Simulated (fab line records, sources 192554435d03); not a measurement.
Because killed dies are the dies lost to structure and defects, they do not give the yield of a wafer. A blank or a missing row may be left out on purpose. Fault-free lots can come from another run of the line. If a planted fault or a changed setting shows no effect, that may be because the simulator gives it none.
fab line records | flow n5-finfet | part 1 of 2: steps 1 to 13 of 25
record lots=5 | wafers=15 | last-day=16
route steps=1938 shown MOL_CONTACT_COAG@576
lots untouched by any fault: they come from a run of this same line in which no faults occurred
start-h: the number of hours between the record's first day and the start of the first shown wafer of the lot | wait-h: hours since the lot's step before | " unchanged from the row above | L1.1+2: one row covering several wafers at once | - no value, or no start given | * or withheld: withheld | < > ~ a bound
route shown NAME@n: a module of which the file shows steps, and the number in the route of the first | usual: average and standard deviation across the fault-free wafers | same: alike in all rows | chamber/n: place in a boat | sites: each site's reading | _std_site: how widely they spread, as a standard deviation | _edge_site: mean of outer sites minus mean of inner sites | radius-mm: for every site, how far away it sits from the centre of the wafer | mask NAME#n: copy n | behind: tool/chamber where the wafer was last shaped | hold: cause of the lot's hold/its duration in hours/its outcome | device: whichever transistor did not switch (one of n, p or np) | end of line: tests of these same wafers at the route's end | for a step that has no rows: nothing shown but its recipe | killed: count of dies lost to structure and defects at first sort (not the wafer's yield) | map: dies across one wafer; x = killed, . = not, _ = none there
set.NAME: the setting as run; set.NAME@STEP: as run at that earlier step | model.NAME: the simulator's own value behind a step, which no gauge read
certain route steps with their lots: each step a table, each wafer a row
services: a tool's chamber out of use, with start hour (start-h, from the record's first day; less than 0 if before it), hours out, and reason
## steps
# step N5_MOL_CONTACT_COAG_DESCUM_88
# recipe chemistry=O2 | time-s=7 | source-power-w=50 | bias-power-w=20 | pressure-mtorr=20 | rf-frequency-hz=2.712e+07 | temp-c=40 | resist=CAR-EUV | o2-flow-sccm=225
# usual drypump-motor-current-A=5.8/0.46 | oes-product-au=0.82/0.096 | rf-vpp-V=243.5/1.3 | showerhead-plenum-p-Torr=2.12/0.058 | temp-c=40.00/0.11 | throttle-valve-pct=20.41/0.24
lot.wafer | tool        | chamber | start-h | wait-h | drypump-motor-current-A | oes-product-au | rf-hours-counter-h | rf-vpp-V | showerhead-plenum-p-Torr | temp-c | throttle-valve-pct
L076.2    | rie-diel-06 | 3       | 114.18  | 0.0    | 5.7                     | 0.77           | 154                | 240.4    | 2.08                     | 40.01  | 20.71
L076.3    | "           | 0       | "       | "      | 5.1                     | 0.81           | 113                | 243.3    | 2.17                     | 40.04  | 20.24
L076.5    | "           | 0       | "       | "      | 5.1                     | 0.81           | -                  | 246.4    | 2.17                     | 40.05  | 20.25
L084.1    | rie-diel-06 | 0       | 162.60  | 0.0    | 5.1                     | 0.80           | 128                | 244.8    | 2.16                     | 40.07  | 20.28
L084.2    | "           | 3       | "       | "      | 5.6                     | 0.77           | 170                | 243.4    | 2.07                     | 40.04  | 20.74
L084.6    | "           | 3       | "       | "      | 5.7                     | 0.76           | -                  | 242.2    | 2.07                     | 39.89  | 20.73
L086.3    | rie-diel-03 | 0       | 176.49  | 0.1    | 5.9                     | 0.94           | 15                 | 243.3    | 2.14                     | 40.00  | 20.50
L086.4    | "           | 2       | "       | "      | 5.3                     | 0.89           | 29                 | 243.6    | 2.13                     | 40.19  | 20.37
L086.6    | "           | 1       | "       | "      | 6.0                     | 0.85           | -                  | 243.7    | 2.04                     | 39.97  | 20.37
L092.1    | rie-diel-01 | 0       | 203.78  | 0.2    | 6.7                     | 0.95           | 7                  | 244.4    | 2.15                     | 39.93  | 20.27
L092.3    | "           | 1       | "       | "      | 6.4                     | 0.84           | 79                 | 242.3    | 2.10                     | 40.13  | 19.98
L092.5    | "           | 1       | "       | "      | 6.4                     | 0.83           | -                  | 244.1    | 2.10                     | 40.04  | 20.00
L093.1    | rie-diel-03 | 3       | 210.22  | 0.0    | 5.8                     | 0.93           | 16                 | 242.5    | 2.05                     | 39.90  | 20.03
L093.3    | "           | 2       | "       | "      | 5.3                     | 0.87           | 39                 | 244.3    | 2.13                     | 40.03  | 20.39
L093.4    | "           | 1       | "       | "      | 6.0                     | 0.84           | 55                 | 242.7    | 2.04                     | 40.15  | 20.43
# step N5_MOL_CONTACT_COAG_ETCH_89
# recipe chemistry=N2/H2 | target=underlayer | target-depth-a=130 | mask-material=CAR-EUV | time-s=10.4 | ion-energy-ev=200 | pressure-mtorr=30 | source-w=840 | bias-w=150 | n2-flow-sccm=200 | h2-flow-sccm=200 | ends=cleared
# usual drypump-motor-current-A=5.8/0.46 | etch-rf-on-time-s=10.27/0.24 | oes-product-au=0.70/0.082 | rf-vpp-V=524.8/1.9 | showerhead-plenum-p-Torr=2.58/0.068 | throttle-valve-pct=17.9/0.3
lot.wafer | tool        | chamber | start-h | wait-h | drypump-motor-current-A | etch-rf-on-time-s | oes-product-au | rf-hours-counter-h | rf-vpp-V | showerhead-plenum-p-Torr | throttle-valve-pct
L076.2    | rie-diel-06 | 3       | 114.21  | 0.0    | 5.7                     | 9.91              | 0.67           | 154                | 525.5    | 2.55                     | 18.3
L076.3    | "           | 0       | "       | "      | 5.2                     | 10.56             | 0.68           | 113                | 527.5    | 2.67                     | 18.0
L076.5    | "           | 0       | "       | "      | 5.2                     | 10.55             | 0.70           | -                  | 526.1    | 2.67                     | 18.0
L084.1    | rie-diel-06 | 0       | 162.63  | 0.0    | 5.1                     | 10.63             | 0.67           | 128                | 526.6    | 2.67                     | 18.0
L084.2    | "           | 3       | "       | "      | 5.7                     | 9.95              | 0.66           | 170                | 522.8    | 2.54                     | 18.4
L084.6    | "           | 3       | "       | "      | 5.7                     | 10.05             | 0.66           | -                  | 522.1    | 2.54                     | 18.4
L086.3    | rie-diel-03 | 0       | 176.53  | 0.0    | 5.9                     | 10.29             | 0.80           | 15                 | 526.8    | 2.59                     | 17.9
L086.4    | "           | 2       | "       | "      | 5.3                     | 10.66             | 0.77           | 29                 | 523.7    | 2.60                     | 17.9
L086.6    | "           | 1       | "       | "      | 6.0                     | 10.08             | 0.76           | -                  | 521.0    | 2.48                     | 17.8
L092.1    | rie-diel-01 | 0       | 203.81  | 0.0    | 6.7                     | 10.23             | 0.81           | 7                  | 527.1    | 2.62                     | 17.6
L092.3    | "           | 1       | "       | "      | 6.5                     | 10.27             | 0.73           | 79                 | 525.0    | 2.56                     | 17.4
L092.5    | "           | 1       | "       | "      | 6.4                     | 10.32             | 0.72           | -                  | 523.2    | 2.56                     | 17.4
L093.1    | rie-diel-03 | 3       | 210.25  | 0.0    | 5.8                     | 9.94              | 0.81           | 16                 | 522.5    | 2.49                     | 17.5
L093.3    | "           | 2       | "       | "      | 5.3                     | 10.82             | 0.73           | 39                 | 525.0    | 2.60                     | 17.9
L093.4    | "           | 1       | "       | "      | 6.0                     | 10.20             | 0.74           | 55                 | 522.4    | 2.48                     | 17.8
# step N5_MOL_CONTACT_COAG_ETCH_90
# recipe chemistry=CF4 | target=SiARC | target-depth-a=130 | mask-material=CAR-EUV | time-s=21.7 | ion-energy-ev=80 | pressure-mtorr=40 | source-w=545 | bias-w=36 | Ar_flow_sccm=100 | cf4-flow-sccm=100 | ends=cleared
# usual drypump-motor-current-A=5.8/0.46 | etch-rf-on-time-s=21.5/0.52 | oes-product-au=0.70/0.082 | rf-vpp-V=184.4/1.1 | showerhead-plenum-p-Torr=2.17/0.052 | throttle-valve-pct=15.61/0.26
lot.wafer | tool        | chamber | start-h | wait-h | drypump-motor-current-A | etch-rf-on-time-s | oes-product-au | rf-hours-counter-h | rf-vpp-V | showerhead-plenum-p-Torr | throttle-valve-pct
L076.2    | rie-diel-06 | 3       | 114.23  | 0.0    | 5.7                     | 20.7              | 0.68           | 154                | 184.2    | 2.14                     | 15.95
L076.3    | "           | 0       | "       | "      | 5.1                     | 21.8              | 0.69           | 113                | 185.5    | 2.24                     | 15.59
L076.5    | "           | 0       | "       | "      | 5.2                     | 21.9              | 0.69           | -                  | 185.1    | 2.24                     | 15.60
L084.1    | rie-diel-06 | 0       | 162.65  | 0.0    | 5.1                     | 22.3              | 0.67           | 128                | 184.5    | 2.23                     | 15.62
L084.2    | "           | 3       | "       | "      | 5.7                     | 20.5              | 0.67           | 170                | 186.1    | 2.13                     | 16.00
L084.6    | "           | 3       | "       | "      | 5.7                     | 20.6              | 0.66           | -                  | 186.2    | 2.13                     | 15.98
L086.3    | rie-diel-03 | 0       | 176.55  | 0.0    | 5.8                     | 21.9              | 0.78           | 15                 | 183.1    | 2.19                     | 15.62
L086.4    | "           | 2       | "       | "      | 5.3                     | 22.4              | 0.76           | 29                 | 183.9    | 2.17                     | 15.52
L086.6    | "           | 1       | "       | "      | 6.0                     | 21.3              | 0.74           | -                  | 181.9    | 2.10                     | 15.54
L092.1    | rie-diel-01 | 0       | 203.83  | 0.0    | 6.7                     | 21.0              | 0.81           | 7                  | 185.0    | 2.19                     | 15.38
L092.3    | "           | 1       | "       | "      | 6.4                     | 21.6              | 0.72           | 79                 | 185.4    | 2.16                     | 15.24
L092.5    | "           | 1       | "       | "      | 6.4                     | 21.6              | 0.73           | -                  | 186.1    | 2.16                     | 15.25
L093.1    | rie-diel-03 | 3       | 210.27  | 0.0    | 5.7                     | 20.8              | 0.81           | 16                 | 182.3    | 2.10                     | 15.20
L093.3    | "           | 2       | "       | "      | 5.3                     | 22.2              | 0.74           | 39                 | 185.0    | 2.17                     | 15.54
L093.4    | "           | 1       | "       | "      | 6.0                     | 21.8              | 0.73           | 55                 | 184.7    | 2.09                     | 15.54
# step N5_MOL_CONTACT_COAG_ALD_131
# recipe material=SiO2 | target-thk-a=50 | temp-c=100 | ald-precursor-family=BDEAS | ald-co-reactant=O2-plasma | pulse-time-s=1 | co-reactant-pulse-time-s=1 | purge-time-s=2 | co-reactant-purge-time-s=2 | ald-cycles=35 | pressure-torr=2
# usual chamber-pressure-Torr=2.000/0.0045 | heater-power-w=78/9.2 | precursor-pulse-height-rel=1.001/0.02
# same ald-cycles=35
lot.wafer | tool       | chamber | start-h | wait-h | chamber-pressure-Torr | heater-power-w | precursor-pulse-height-rel
L076.2    | ald-sin-02 | 1       | 114.31  | 0.1    | 1.992                 | 96             | 0.973
L076.3    | "          | 0       | "       | "      | 1.997                 | 82             | 1.038
L076.5    | "          | 1       | "       | "      | 2.001                 | 93             | 0.990
L084.1    | ald-sin-02 | 1       | 164.16  | 1.5    | 2.000                 | 95             | 0.980
L084.2    | "          | 0       | "       | "      | 2.005                 | 83             | 1.012
L084.6    | "          | 1       | "       | "      | 2.002                 | 91             | 0.989
L086.3    | ald-sin-01 | 2       | 176.63  | 0.1    | 1.997                 | 88             | 1.023
L086.4    | "          | 1       | "       | "      | 2.003                 | 63             | 1.009
L086.6    | "          | 2       | "       | "      | 1.998                 | 88             | 0.972
L092.1    | ald-sin-01 | 0       | 203.91  | 0.1    | 2.005                 | 67             | 0.984
L092.3    | "          | 1       | "       | "      | 2.004                 | 65             | 1.018
L092.5    | "          | 3       | "       | "      | 2.005                 | 85             | 1.002
L093.1    | ald-sin-02 | 1       | 210.35  | 0.1    | 2.002                 | 90             | 0.985
L093.3    | "          | 0       | "       | "      | 1.992                 | 80             | 1.010
L093.4    | "          | 2       | "       | "      | 2.010                 | 76             | 0.980
# step N5_MOL_CONTACT_COAG_ETCHBACK_132
# recipe chemistry=CHF3 | target=SiO2 | target-depth-a=100 | time-s=6.7 | ion-energy-ev=200 | pressure-mtorr=30 | source-w=610 | bias-w=170 | Ar_flow_sccm=200 | CHF3_flow_sccm=50
# usual drypump-motor-current-A=5.8/0.45 | oes_f_703_au=0.82/0.09 | oes-product-au=0.81/0.094 | rf-vpp-V=520/8.1 | showerhead-plenum-p-Torr=2.41/0.059 | throttle-valve-pct=18.76/0.24
lot.wafer | tool        | chamber | start-h | wait-h | drypump-motor-current-A | oes_f_703_au | oes-product-au | rf-hours-counter-h | rf-vpp-V | showerhead-plenum-p-Torr | throttle-valve-pct
L076.2    | rie-diel-03 | 1       | 114.49  | 0.1    | 6.0                     | 0.95         | 0.93           | 14                 | 517      | 2.36                     | 18.72
L076.3    | "           | 3       | "       | "      | 5.7                     | 0.75         | 0.72           | 237                | 511      | 2.33                     | 18.64
L076.5    | "           | 1       | "       | "      | 6.0                     | 0.95         | 0.92           | -                  | 517      | 2.36                     | 18.72
L084.1    | rie-diel-01 | 3       | 164.34  | 0.1    | 5.4                     | 0.71         | 0.71           | 216                | 520      | 2.35                     | 18.84
L084.2    | "           | 0       | "       | "      | 6.7                     | 0.71         | 0.68           | 249                | 515      | 2.44                     | 18.98
L084.6    | "           | 2       | "       | "      | 5.3                     | 0.74         | 0.71           | -                  | 508      | 2.35                     | 18.98
L086.3    | rie-diel-01 | 3       | 176.81  | 0.1    | 5.4                     | 0.71         | 0.70           | 223                | 520      | 2.35                     | 18.86
L086.4    | "           | 2       | "       | "      | 5.3                     | 0.73         | 0.70           | -                  | 509      | 2.35                     | 18.99
L086.6    | "           | 1       | "       | "      | 6.5                     | 0.87         | 0.86           | -                  | 527      | 2.41                     | 18.37
L092.1    | rie-diel-01 | 2       | 204.09  | 0.1    | 5.3                     | 0.73         | 0.69           | 248                | 508      | 2.35                     | 19.00
L092.3    | "           | 1       | "       | "      | 6.4                     | 0.86         | 0.85           | 79                 | 528      | 2.41                     | 18.38
L092.5    | "           | 0       | "       | "      | 6.7                     | 0.96         | 0.95           | -                  | 514      | 2.43                     | 18.51
L093.1    | rie-diel-03 | 3       | 210.53  | 0.1    | 5.8                     | 0.96         | 0.94           | 17                 | 511      | 2.32                     | 18.28
L093.3    | "           | 2       | "       | "      | 5.3                     | 0.88         | 0.87           | 39                 | 519      | 2.42                     | 18.75
L093.4    | "           | 1       | "       | "      | 6.0                     | 0.87         | 0.85           | 55                 | 516      | 2.34                     | 18.80
# step N5_MOL_CONTACT_COAG_ETCH_91
# recipe chemistry=N2/H2 | target=SOC | target-depth-a=600 | overetch-a=210 | mask-material=SiARC | temp-c=40 | time-s=101.2 | ion-energy-ev=200 | pressure-mtorr=30 | source-w=840 | bias-w=150 | n2-flow-sccm=200 | h2-flow-sccm=200
# usual drypump-motor-current-A=5.8/0.45 | oes-product-au=0.68/0.076 | rf-vpp-V=524.6/1.8 | showerhead-plenum-p-Torr=2.57/0.064 | temp-c=40.00/0.11 | throttle-valve-pct=17.89/0.3
lot.wafer | tool        | chamber | start-h | wait-h | drypump-motor-current-A | oes-product-au | rf-hours-counter-h | rf-vpp-V | showerhead-plenum-p-Torr | temp-c | throttle-valve-pct
L076.2    | rie-diel-03 | 1       | 114.53  | 0.0    | 6.0                     | 0.77           | 14                 | 522.4    | 2.49                     | 40.06  | 17.71
L076.3    | "           | 3       | "       | "      | 5.7                     | 0.60           | 237                | 523.0    | 2.50                     | 40.19  | 17.88
L076.5    | "           | 1       | "       | "      | 6.0                     | 0.78           | -                  | 522.1    | 2.49                     | 40.07  | 17.71
L084.1    | rie-diel-01 | 3       | 164.37  | 0.0    | 5.5                     | 0.59           | 216                | 522.4    | 2.52                     | 40.18  | 18.06
L084.2    | "           | 0       | "       | "      | 6.7                     | 0.58           | 249                | 525.5    | 2.62                     | 39.83  | 18.08
L084.6    | "           | 2       | "       | "      | 5.3                     | 0.59           | -                  | 523.8    | 2.51                     | 40.15  | 18.07
L086.3    | rie-diel-01 | 3       | 176.84  | 0.0    | 5.5                     | 0.59           | 223                | 521.6    | 2.51                     | 40.19  | 18.08
L086.4    | "           | 2       | "       | "      | 5.3                     | 0.58           | -                  | 521.9    | 2.51                     | 40.05  | 18.09
L086.6    | "           | 1       | "       | "      | 6.4                     | 0.72           | -                  | 526.8    | 2.57                     | 39.84  | 17.35
L092.1    | rie-diel-01 | 2       | 204.13  | 0.0    | 5.3                     | 0.58           | 248                | 522.9    | 2.51                     | 40.17  | 18.08
L092.3    | "           | 1       | "       | "      | 6.4                     | 0.71           | 79                 | 523.1    | 2.56                     | 39.94  | 17.39
L092.5    | "           | 0       | "       | "      | 6.7                     | 0.78           | -                  | 525.2    | 2.62                     | 39.75  | 17.60
L093.1    | rie-diel-03 | 3       | 210.56  | 0.0    | 5.8                     | 0.78           | 17                 | 522.5    | 2.49                     | 39.93  | 17.50
L093.3    | "           | 2       | "       | "      | 5.3                     | 0.74           | 39                 | 525.5    | 2.60                     | 39.94  | 17.87
L093.4    | "           | 1       | "       | "      | 6.0                     | 0.72           | 55                 | 522.5    | 2.48                     | 39.80  | 17.78
# step N5_MOL_CONTACT_COAG_STRIP_92
# recipe chemistry=N2/H2 | temp-c=40 | n2-flow-sccm=200 | h2-flow-sccm=200 | rf-frequency-hz=6e+07
lot.wafer  | tool        | chamber | start-h | wait-h
L076.2+3+5 | rie-diel-03 | 1,3,1   | 114.60  | 0.0
L084.1+2+6 | rie-diel-01 | 3,0,2   | 164.44  | 0.0
L086.3+4+6 | rie-diel-01 | 3,2,1   | 176.91  | 0.0
L092.1+3+5 | rie-diel-01 | 2,1,0   | 204.20  | 0.0
L093.1+3+4 | rie-diel-03 | 3,2,1   | 210.63  | 0.0
# step N5_MOL_CONTACT_COAG_STRIP_93
# recipe chemistry=N2/H2 | temp-c=40 | n2-flow-sccm=200 | h2-flow-sccm=200 | rf-frequency-hz=6e+07
lot.wafer  | tool        | chamber | start-h | wait-h
L076.2+3+5 | rie-diel-03 | 1,3,1   | 114.61  | 0.0
L084.1+2+6 | rie-diel-01 | 3,0,2   | 164.45  | 0.0
L086.3+4+6 | rie-diel-01 | 3,2,1   | 176.92  | 0.0
L092.1+3+5 | rie-diel-01 | 2,1,0   | 204.21  | 0.0
L093.1+3+4 | rie-diel-03 | 3,2,1   | 210.64  | 0.0
# step N5_MOL_CONTACT_COAG_ETCHBACK_135
# recipe chemistry=CHF3 | target=SiO2 | target-depth-a=250 | time-s=16.7 | ion-energy-ev=200 | pressure-mtorr=30 | source-w=610 | bias-w=170 | Ar_flow_sccm=200 | CHF3_flow_sccm=50
# usual drypump-motor-current-A=5.8/0.45 | oes_f_703_au=0.82/0.09 | oes-product-au=0.81/0.094 | rf-vpp-V=521/8.1 | showerhead-plenum-p-Torr=2.41/0.059 | throttle-valve-pct=18.76/0.24
lot.wafer | tool        | chamber | start-h | wait-h | drypump-motor-current-A | oes_f_703_au | oes-product-au | rf-hours-counter-h | rf-vpp-V | showerhead-plenum-p-Torr | throttle-valve-pct
L076.2    | rie-diel-03 | 1       | 114.62  | 0.0    | 6.0                     | 0.94         | 0.92           | 14                 | 515      | 2.35                     | 18.73
L076.3    | "           | 3       | "       | "      | 5.8                     | 0.74         | 0.72           | 237                | 512      | 2.33                     | 18.63
L076.5    | "           | 1       | "       | "      | 6.1                     | 0.94         | 0.93           | -                  | 516      | 2.35                     | 18.73
L084.1    | rie-diel-01 | 3       | 164.46  | 0.0    | 5.5                     | 0.72         | 0.71           | 216                | 521      | 2.35                     | 18.86
L084.2    | "           | 0       | "       | "      | 6.7                     | 0.71         | 0.68           | 249                | 514      | 2.44                     | 18.96
L084.6    | "           | 2       | "       | "      | 5.3                     | 0.74         | 0.71           | -                  | 510      | 2.35                     | 18.98
L086.3    | rie-diel-01 | 3       | 176.93  | 0.0    | 5.5                     | 0.70         | 0.70           | 223                | 520      | 2.35                     | 18.86
L086.4    | "           | 2       | "       | "      | 5.3                     | 0.73         | 0.70           | -                  | 507      | 2.35                     | 18.98
L086.6    | "           | 1       | "       | "      | 6.4                     | 0.87         | 0.86           | -                  | 527      | 2.41                     | 18.37
L092.1    | rie-diel-01 | 2       | 204.22  | 0.0    | 5.3                     | 0.73         | 0.69           | 248                | 507      | 2.35                     | 19.00
L092.3    | "           | 1       | "       | "      | 6.4                     | 0.86         | 0.85           | 79                 | 527      | 2.41                     | 18.38
L092.5    | "           | 0       | "       | "      | 6.7                     | 0.96         | 0.93           | -                  | 513      | 2.43                     | 18.51
L093.1    | rie-diel-03 | 3       | 210.65  | 0.0    | 5.8                     | 0.97         | 0.94           | 17                 | 512      | 2.32                     | 18.28
L093.3    | "           | 2       | "       | "      | 5.3                     | 0.87         | 0.87           | 39                 | 519      | 2.42                     | 18.74
L093.4    | "           | 1       | "       | "      | 6.0                     | 0.87         | 0.84           | 55                 | 517      | 2.34                     | 18.78
# step N5_MOL_CONTACT_COAG_STRIP_118
# recipe chemistry=CHF3 | resist=SiARC | rf-frequency-hz=6e+07
lot.wafer  | tool        | chamber | start-h | wait-h
L076.2+3+5 | rie-diel-03 | 1,3,1   | 114.64  | 0.0
L084.1+2+6 | rie-diel-01 | 3,0,2   | 164.48  | 0.0
L086.3+4+6 | rie-diel-01 | 3,2,1   | 176.96  | 0.0
L092.1+3+5 | rie-diel-01 | 2,1,0   | 204.24  | 0.0
L093.1+3+4 | rie-diel-03 | 3,2,1   | 210.68  | 0.0
# step N5_MOL_CONTACT_COAG_VIA_ETCH_46
# recipe chemistry=C4F6/O2 | target-depth-a=460 | overetch-a=92 | mask-material=SOC | target=SiO2 | bias-w=455 | pressure-mtorr=10 | time-s=40 | source-w=325 | Ar_flow_sccm=300 | C4F6_flow_sccm=10 | O2_flow_sccm=10 | ion-energy-ev=575.3 | ends=end-point
# usual drypump-motor-current-A=5.8/0.45 | oes_f_703_au=0.82/0.089 | oes-product-au=0.73/0.081 | rf-vpp-V=1577/24 | showerhead-plenum-p-Torr=2.87/0.071 | throttle-valve-pct=41.0/0.36
lot.wafer | tool        | chamber | start-h | wait-h | drypump-motor-current-A | oes_f_703_au | oes-product-au | rf-hours-counter-h | rf-vpp-V | showerhead-plenum-p-Torr | throttle-valve-pct
L076.2    | rie-diel-03 | 1       | 114.65  | 0.0    | 6.0                     | 0.93         | 0.82           | 14                 | 1564     | 2.81                     | 41.4
L076.3    | "           | 3       | "       | "      | 5.7                     | 0.75         | 0.64           | 237                | 1550     | 2.78                     | 40.6
L076.5    | "           | 1       | "       | "      | 6.0                     | 0.93         | 0.82           | -                  | 1566     | 2.81                     | 41.4
L084.1    | rie-diel-01 | 3       | 164.49  | 0.0    | 5.4                     | 0.71         | 0.62           | 216                | 1575     | 2.81                     | 41.1
L084.2    | "           | 0       | "       | "      | 6.7                     | 0.72         | 0.62           | 249                | 1558     | 2.91                     | 41.1
L084.6    | "           | 2       | "       | "      | 5.3                     | 0.73         | 0.62           | -                  | 1542     | 2.81                     | 41.2
L086.3    | rie-diel-01 | 3       | 176.97  | 0.0    | 5.5                     | 0.71         | 0.63           | 223                | 1574     | 2.81                     | 41.2
L086.4    | "           | 2       | "       | "      | 5.3                     | 0.73         | 0.64           | -                  | 1541     | 2.80                     | 41.2
L086.6    | "           | 1       | "       | "      | 6.4                     | 0.87         | 0.77           | -                  | 1596     | 2.88                     | 40.4
L092.1    | rie-diel-01 | 2       | 204.25  | 0.0    | 5.3                     | 0.73         | 0.62           | 248                | 1542     | 2.80                     | 41.3
L092.3    | "           | 1       | "       | "      | 6.4                     | 0.86         | 0.75           | 79                 | 1596     | 2.88                     | 40.5
L092.5    | "           | 0       | "       | "      | 6.7                     | 0.97         | 0.84           | -                  | 1559     | 2.91                     | 40.3
L093.1    | rie-diel-03 | 3       | 210.69  | 0.0    | 5.8                     | 0.97         | 0.82           | 17                 | 1550     | 2.77                     | 40.5
L093.3    | "           | 2       | "       | "      | 5.3                     | 0.87         | 0.78           | 39                 | 1570     | 2.89                     | 40.7
L093.4    | "           | 1       | "       | "      | 6.0                     | 0.86         | 0.75           | 55                 | 1564     | 2.80                     | 41.5
# step N5_MOL_CONTACT_COAG_STRIP_96
# recipe chemistry=N2/H2 | power-w=500 | temp-c=40 | pressure-mtorr=50 | rf-frequency-hz=6e+07 | overash-fraction=0.3 | bias-power-w=28 | h2-frac=0.5 | n2-flow-sccm=300 | h2-flow-sccm=300
# usual drypump-motor-current-A=5.8/0.45 | oes-product-au=0.81/0.094 | rf-vpp-V=121.9/1.1 | showerhead-plenum-p-Torr=3.39/0.081 | temp-c=40.00/0.1 | throttle-valve-pct=19.1/0.43
lot.wafer | tool        | chamber | start-h | wait-h | drypump-motor-current-A | oes-product-au | rf-hours-counter-h | rf-vpp-V | showerhead-plenum-p-Torr | temp-c | throttle-valve-pct
L076.2    | rie-diel-03 | 1       | 114.72  | 0.0    | 6.0                     | 0.92           | 14                 | 121.2    | 3.30                     | 40.16  | 18.9
L076.3    | "           | 3       | "       | "      | 5.8                     | 0.71           | 237                | 121.2    | 3.31                     | 40.15  | 19.2
L076.5    | "           | 1       | "       | "      | 6.0                     | 0.90           | -                  | 121.9    | 3.30                     | 40.17  | 18.9
L084.1    | rie-diel-01 | 3       | 164.56  | 0.0    | 5.5                     | 0.71           | 216                | 120.6    | 3.32                     | 39.86  | 19.5
L084.2    | "           | 0       | "       | "      | 6.7                     | 0.68           | 249                | 120.6    | 3.46                     | 39.97  | 19.0
L084.6    | "           | 2       | "       | "      | 5.3                     | 0.70           | -                  | 123.5    | 3.32                     | 40.11  | 19.1
L086.3    | rie-diel-01 | 3       | 177.03  | 0.0    | 5.5                     | 0.71           | 223                | 121.9    | 3.32                     | 39.89  | 19.5
L086.4    | "           | 2       | "       | "      | 5.3                     | 0.69           | -                  | 119.6    | 3.32                     | 39.98  | 19.1
L086.6    | "           | 1       | "       | "      | 6.4                     | 0.86           | -                  | 121.8    | 3.39                     | 39.99  | 18.3
L092.1    | rie-diel-01 | 2       | 204.32  | 0.0    | 5.4                     | 0.69           | 248                | 122.7    | 3.31                     | 40.00  | 19.1
L092.3    | "           | 1       | "       | "      | 6.4                     | 0.84           | 79                 | 122.2    | 3.38                     | 40.04  | 18.3
L092.5    | "           | 0       | "       | "      | 6.7                     | 0.95           | -                  | 120.5    | 3.45                     | 39.77  | 18.5
L093.1    | rie-diel-03 | 3       | 210.75  | 0.0    | 5.8                     | 0.94           | 17                 | 120.2    | 3.29                     | 40.12  | 18.9
L093.3    | "           | 2       | "       | "      | 5.4                     | 0.88           | 39                 | 123.7    | 3.43                     | 40.04  | 19.0
L093.4    | "           | 1       | "       | "      | 6.0                     | 0.85           | 55                 | 121.1    | 3.27                     | 40.05  | 18.9
# step N5_MOL_CONTACT_COAG_ETCH_47
# recipe chemistry=CH3F/O2 | target=SiNx | target-depth-a=270 | mask-material=SiO2 | stop-on=W | over-etch-frac=0.2 | ion-energy-ev=120 | endpoint=OES-CN | pressure-mtorr=30 | source-w=395 | bias-w=73 | Ar_flow_sccm=150 | CH3F_flow_sccm=30 | O2_flow_sccm=20 | ends=end-point
# usual drypump-motor-current-A=5.8/0.44 | etch-rf-on-time-s=31.1/0.63 | oes_f_703_au=0.83/0.091 | oes-product-au=0.72/0.084 | rf-vpp-V=296/4.6 | showerhead-plenum-p-Torr=2.02/0.052 | throttle-valve-pct=16.38/0.25
lot.wafer | tool        | chamber | start-h | wait-h | drypump-motor-current-A | etch-rf-on-time-s | oes_f_703_au | oes-product-au | rf-hours-counter-h | rf-vpp-V | showerhead-plenum-p-Torr | throttle-valve-pct
L076.2    | rie-diel-03 | 1       | 114.76  | 0.0    | 6.0                     | 31.7              | 0.95         | 0.82           | 14                 | 293      | 1.98                     | 16.30
L076.3    | "           | 3       | "       | "      | 5.8                     | 30.9              | 0.75         | 0.64           | 237                | 291      | 1.96                     | 16.28
L076.5    | "           | 1       | "       | "      | 6.0                     | 31.1              | 0.95         | 0.82           | -                  | 294      | 1.98                     | 16.29
L084.1    | rie-diel-01 | 3       | 164.60  | 0.0    | 5.4                     | 31.6              | 0.72         | 0.63           | 216                | 296      | 1.98                     | 16.54
L084.2    | "           | 0       | "       | "      | 6.7                     | 32.5              | 0.71         | 0.60           | 249                | 292      | 2.05                     | 16.65
L084.6    | "           | 2       | "       | "      | 5.3                     | 31.4              | 0.75         | 0.63           | -                  | 287      | 1.98                     | 16.61
L086.3    | rie-diel-01 | 3       | 177.07  | 0.0    | 5.5                     | 31.4              | 0.71         | 0.63           | 223                | 295      | 1.98                     | 16.53
L086.4    | "           | 2       | "       | "      | 5.3                     | 31.7              | 0.74         | 0.63           | -                  | 289      | 1.97                     | 16.62
L086.6    | "           | 1       | "       | "      | 6.4                     | 30.9              | 0.87         | 0.77           | -                  | 299      | 2.03                     | 15.99
L092.1    | rie-diel-01 | 2       | 204.36  | 0.0    | 5.3                     | 31.6              | 0.73         | 0.62           | 248                | 288      | 1.97                     | 16.64
L092.3    | "           | 1       | "       | "      | 6.4                     | 31.3              | 0.86         | 0.75           | 79                 | 298      | 2.02                     | 16.05
L092.5    | "           | 0       | "       | "      | 6.7                     | 31.3              | 0.97         | 0.83           | -                  | 293      | 2.05                     | 16.10
L093.1    | rie-diel-03 | 3       | 210.79  | 0.0    | 5.7                     | 30.0              | 0.97         | 0.85           | 17                 | 291      | 1.95                     | 15.87
L093.3    | "           | 2       | "       | "      | 5.3                     | 31.6              | 0.87         | 0.78           | 39                 | 294      | 2.04                     | 16.33
L093.4    | "           | 1       | "       | "      | 6.0                     | 31.1              | 0.88         | 0.76           | 55                 | 292      | 1.96                     | 16.38
